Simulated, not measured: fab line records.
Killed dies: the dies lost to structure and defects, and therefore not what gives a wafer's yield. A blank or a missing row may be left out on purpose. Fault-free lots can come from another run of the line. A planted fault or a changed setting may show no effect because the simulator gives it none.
A struck lot beside a sound one + flow n5_finfet + 36 steps out of a route of 1938
Sound: these wafers, L314.1, L314.4, L314.6. Struck: wafers L301.1, L301.2, L301.6. At the end, the cause is stated.
Order at every step that has rows: each side's tool, ch and its chambers, its first start. Under that, the readings that differ: sound wafers + struck wafers + difference of the means + sigmas: that difference in standard deviations of wafers without a fault.
alike: readings whose means differ by less than 2 such deviations, and words and numbers that are the same on both sides. not compared: withheld readings, readings that some wafer has no value for, bounds like >300 that may hide the same value, and numbers for which the record gives no deviation and whose values overlap.
Wherever a step has rows on one side only, a row that says differs or no value, or a row with sigmas, the two part there. When numbers do not overlap yet have no deviation, they are printed without sigmas and do not part them. Lack of a reading on every wafer of one side parts them only where that side has two or more wafers.

first, 9 steps without rows for these wafers: N5_BEOL_M4_ANNEAL_95 (time 240 s); N5_BEOL_M4_SPUTTER_96 (material Cu, target thk 4.5 nm, time 8.29 s); N5_BEOL_M4_ECD_50 (material Cu, target thk 300 nm); N5_BEOL_M4_ANNEAL_51 (time 90 s); N5_BEOL_M4_CMP_52 (polishes, stops on SiOC, t overpolish 6.8 s, target thk 40 nm); N5_BEOL_M4_PRE_CLEAN_60 (time 15 s); N5_BEOL_M4_CO_CAP_55 (material Co, precursor CCTBA/H2, target thk 2 nm, time 102.1 s); N5_BEOL_M4_PRE_CLEAN_56 (time 15 s); N5_BEOL_M4_DEP_57 (deposits SiCN from 3MS/NH3, target thk 8 nm, time 14 s).
N5_BEOL_M4_RC_MEAS_101:
  sound on prober-01 ch 0, day 14 06:17; struck on prober-02 ch 0, day 11 04:00
  alike: DIBL_N, DIBL_P, IOFF_N, IOFF_P, ION_N, ION_P, SS_N, SS_P, VT_N, VT_P
then, 24 steps without rows for these wafers: N5_BEOL_M5_ILD_DEP_00 (deposits SiCOH lowk from DEMS/porogen, target thk 140.64 nm, time 25.9 s); N5_BEOL_M5_CURE_79 (cures SiCOH lowk, time 240 s); N5_BEOL_M5_PECVD_70 (deposits SiO2 from TEOS/O2, target thk 16 nm, time 18 s); N5_BEOL_M5_HM_DEP_02 (deposits TiN, target thk 20 nm); N5_BEOL_M5_COAT_59 (time 60 s, resist thk 60 nm); N5_BEOL_M5_COAT_60 (time 60 s, resist thk 12 nm); N5_BEOL_M5_COAT_71 (time 60 s, resist thk 5 nm); N5_BEOL_M5_COAT_05 (resist thk 30 nm); N5_BEOL_M5_EBR_07; N5_BEOL_M5_SOFTBAKE_06 (time 60 s); N5_BEOL_M5_EXPOSE_08 (exposes mask M5, target cd 28 nm); N5_BEOL_M5_PEB_09 (peb time 60 s); N5_BEOL_M5_DEVELOP_10 (develop time 30 s); N5_BEOL_M5_DESCUM_16 (chemistry O2, time 7 s); N5_BEOL_M5_ETCH_72 (etches underlayer in N2/H2, target depth 6.5 nm, time 5.2 s); N5_BEOL_M5_ETCH_61 (etches SiARC in CF4, target depth 15.6 nm, time 26 s); N5_BEOL_M5_ETCH_62 (etches SOC in N2/H2, target depth 75 nm, overetch 15 nm, time 112.5 s); N5_BEOL_M5_STRIP_63 (strips in N2/H2); N5_BEOL_M5_STRIP_73 (strips in N2/H2); N5_BEOL_M5_STRIP_64 (strips in CF4); N5_BEOL_M5_HM_OPEN_17 (chemistry Cl2/BCl3, target TiN, target depth 20 nm, overetch 6 nm); N5_BEOL_M5_STRIP_19 (strips in O2); N5_BEOL_M5_COAT_65 (time 60 s, resist thk 60 nm); N5_BEOL_M5_COAT_66 (time 60 s, resist thk 12 nm).
-- record jumps: 3 days separate the struck wafers' starts on either side; left off in module BEOL_M5, taken up again in module BEOL_M13, whose first shown step is the route's number 1713 --
N5_BEOL_M13_DEP_53: deposits SiCN from 3MS/NH3, target thk 50 nm, time 17.8 s.
  sound on pecvd-02 ch 0,2, day 17 22:56; struck on pecvd-02 ch 0,2, day 14 05:23
  no value came back on the struck wafers for chamber_pressure_Torr (Torr), rf_fwd_power_W (W), showerhead_plenum_p_Torr (Torr), throttle_valve_pct (%); on the sound wafers chamber_pressure_Torr (Torr) reads 2.995 3.005 2.999
N5_PASSIVATION_PROBE_49:
  struck on prober-01, day 15 16:37; sound on prober-01, day 19 05:21
| reading                  | sound          | struck         | difference | sigmas      |
|--------------------------|----------------|----------------|------------|-------------|
| defect_limited_yield (%) | 91.3 90.6 91.0 | 0 0 0          | -91        | -65         |
| killed_at_M4_up          | 19 20 21       | 1118 1078 1078 | +1071      | +99 or more |
| killed_dies              | 103 111 106    | 1180 1180 1180 | +1073      | +63         |
| killed_on_rim            | 15 13 15       | 152 152 152    | +138       | +39         |
| sort_bin_5_function (%)  | 4.8 5.8 6.2    | 98.0 95.4 96.4 | +91.0      | +99 or more |
| sort_n_pass              | 1077 1069 1074 | 0 0 0          | -1073      | -63         |
| sort_yield_pct (%)       | 91.3 90.6 91.0 | 0 0 0          | -91        | -65         |
  alike: killed_at_M0_to_M3, killed_at_contacts, killed_at_front_end, killed_at_other, killed_open, killed_short, sort_bin_6_memory

## WHERE THEY PART
Last at N5_PASSIVATION_PROBE_49 as far as this record goes, first at N5_BEOL_M13_DEP_53.

WHY: what had been put in by the simulator
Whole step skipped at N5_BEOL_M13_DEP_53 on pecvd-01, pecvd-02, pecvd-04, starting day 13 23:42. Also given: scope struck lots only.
